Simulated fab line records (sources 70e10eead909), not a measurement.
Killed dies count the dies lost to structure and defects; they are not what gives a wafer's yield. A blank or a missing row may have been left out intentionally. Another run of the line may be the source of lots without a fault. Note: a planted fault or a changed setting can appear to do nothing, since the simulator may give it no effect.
Comparing a struck lot with a sound one :: flow nandHarc :: 44 out of 1159 route steps
Sound: wafers L327.1, L327.2, L327.5. The struck wafers were L315.3, L315.4, L315.5. The cause is given at the end.
For every step that has rows: the tool of each side, followed by ch and its chambers, followed by its first start. Under that, the readings that differ: sound wafers :: struck wafers :: difference of the means :: sigmas: that difference in standard deviations of wafers without a fault.
alike: a reading whose means differ by less than 2 such deviations, as well as words and numbers matching on both sides. not compared: withheld readings; readings where some wafer has no value; bounds like >300 that might hide an equal value; numbers whose values overlap and for which the record gives no deviation.
The two part at a step that has a row with sigmas, a row that says differs or no value, or rows on one side only. Numbers that don't overlap but have no deviation are shown without sigmas and don't part them. A reading missing from all wafers of one side parts the sides only when that side holds two or more wafers.

first, 1 step without rows for these wafers: NHARC_P_GATE_ETCH_114 (etches the open film in CF4/O2, target depth 30 nm, overetch 3 nm, time 16.5 s).
NHARC_P_GATE_ETCH_32: etches the open film in HBr/Cl2, target depth 150 nm, time 100.1 s.
  sound on rieSi-05 ch 1,2,3, day 9 16:51; struck on rieSi-05 ch 0,1,3, day 6 14:18
  alike: drypumpMotorCurrentA, oesProductAu, throttleValvePct
  not compared: rfHoursCounterH
then, 1 step without rows for these wafers: NHARC_P_GATE_STRIP_108 (strips in O2).
NHARC_P_GATE_CD_MEAS_33:
  sound on cdSem-02, day 9 17:10; struck on cdSem-02, day 6 14:37
  alike: cdNm
then, 4 steps without rows for these wafers: NHARC_P_GATE_STRIP_35 (strips in SPM, time 600 s); NHARC_P_GATE_PRECLEAN_73 (cleans in SC1); NHARC_P_GATE_SRD_74; NHARC_P_GATE_ALD_36 (deposits SiNx, target thk 20 nm, pulse time 60 s, ald cycles 223).
NHARC_P_GATE_ETCHBACK_37: etches the open film in CHF3/O2, target depth 34.5 nm, time 17.2 s.
  sound on rieDiel-01 ch 1,2,3; struck on rieDiel-07 ch 0,1
reading: oesProductAu (a.u.)
sound: 1.00 1.00 0.99
struck: 0.92 0.92 0.93
difference: -0.07
sigmas: -2
  alike: drypumpMotorCurrentA, rfVppV, showerheadPlenumPTorr, throttleValvePct
  not compared: rfHoursCounterH
NHARC_P_GATE_STRIP_101: strips in O2, time 20 s.
  sound on rieDiel-01 ch 0,3, day 10 03:08; struck on rieDiel-07 ch 1,3, day 7 00:47
  alike: drypumpMotorCurrentA, oesProductAu, rfVppV, showerheadPlenumPTorr, throttleValvePct
  not compared: rfHoursCounterH
then, 2 steps without rows for these wafers: NHARC_P_GATE_PRECLEAN_97 (cleans in SPM, time 600 s); NHARC_P_GATE_SRD_98.
NHARC_P_GATE_PRECLEAN_99: cleans in SC1.
  sound on wetBench-07 ch 2,5,7, day 10 03:19; struck on wetBench-07 ch 2,3,4, day 7 00:56
  alike: h2o2FlowMLMin, tempC
then, 9 steps without rows for these wafers: NHARC_P_GATE_SRD_100; NHARC_P_GATE_DEHYDRATE_38 (time 120 s); NHARC_P_GATE_HMDS_39 (time 30 s); NHARC_P_GATE_COAT_40; NHARC_P_GATE_SOFTBAKE_41 (time 95 s); NHARC_P_GATE_EBR_42; NHARC_P_GATE_EXPOSE_43 (exposes mask P NSD, target cd 720 nm); NHARC_P_GATE_PEB_44 (peb time 85 s); NHARC_P_GATE_DEVELOP_45 (time 70 s).
NHARC_P_GATE_CD_MEAS_46: the cd target is 720 nm.
  sound on cdSem-01 ch 0, day 10 04:05; struck on cdSem-02 ch 0, day 7 01:42
  alike: cdNm
then, 3 steps without rows for these wafers: NHARC_P_GATE_HARDBAKE_47 (time 80 s); NHARC_P_GATE_DESCUM_48 (chemistry O2, time 3 s); NHARC_P_GATE_IMPLANT_49.
NHARC_P_GATE_STRIP_111: strips in N2/H2, time 250 s.
  sound on plasmaAsher-01 ch 0,1, day 10 04:43; struck on plasmaAsher-01 ch 0,1, day 7 02:30
  alike: drypumpMotorCurrentA, heaterPowerW, tempC
  not compared: rfHoursCounterH
then, 10 steps without rows for these wafers: NHARC_P_GATE_STRIP_75 (strips in O2); NHARC_P_GATE_STRIP_50 (strips in SPM, time 900 s); NHARC_P_GATE_DEHYDRATE_51 (time 120 s); NHARC_P_GATE_HMDS_52 (time 30 s); NHARC_P_GATE_COAT_53; NHARC_P_GATE_SOFTBAKE_54 (time 95 s); NHARC_P_GATE_EBR_55; NHARC_P_GATE_EXPOSE_56 (exposes mask P PSD, target cd 720 nm); NHARC_P_GATE_PEB_57 (peb time 85 s); NHARC_P_GATE_DEVELOP_58 (time 70 s).
NHARC_P_GATE_CD_MEAS_59: the cd target is 720 nm.
  sound on cdSem-02 ch 0, day 10 05:56; struck on cdSem-02 ch 0, day 7 03:31
  alike: cdNm
then, 3 steps without rows for these wafers: NHARC_P_GATE_HARDBAKE_60 (time 80 s); NHARC_P_GATE_DESCUM_61 (chemistry O2, time 3 s); NHARC_P_GATE_IMPLANT_62.
NHARC_P_GATE_STRIP_112: strips in N2/H2, time 200 s.
  sound on plasmaAsher-01 ch 0,1, day 10 06:28; struck on plasmaAsher-01 ch 0,1, day 7 06:08
reading: tempC (C)
sound: 109.84 109.91 109.90
struck: 110.17 110.13 110.15
difference: +0.27
sigmas: +2
  alike: drypumpMotorCurrentA, heaterPowerW
  not compared: rfHoursCounterH
NHARC_P_GATE_INSPECT_68:
  sound on defectInspect-02, day 10 10:44; struck on defectInspect-01, day 7 10:56
reading: rawDefectCount
sound: 260 280 195
struck: 1112 1089 1137
difference: +868
sigmas: +13
-- break in the record here, with 14 days between the starts of the struck wafers on either side (left off in module P_GATE, picked up again in module END, where the first step shown is number 1159 on the route) --
NHARC_END_SORT_01:
  sound on prober-01 ch 0, day 24 04:35; struck on prober-02 ch 0, day 21 17:08
reading: killedAtPeriphery
sound: 2 2 3
struck: 84 33 107
difference: +72
sigmas: +27

reading: killedDies
sound: 17 17 19
struck: 99 65 130
difference: +80
sigmas: +8
  alike: killedAtArray, killedAtOther, killedOpen, killedShort

== WHERE THEY PART ==
At NHARC_P_GATE_ETCHBACK_37 first; at NHARC_END_SORT_01 last (within this record only).

WHY: what the simulator had put in
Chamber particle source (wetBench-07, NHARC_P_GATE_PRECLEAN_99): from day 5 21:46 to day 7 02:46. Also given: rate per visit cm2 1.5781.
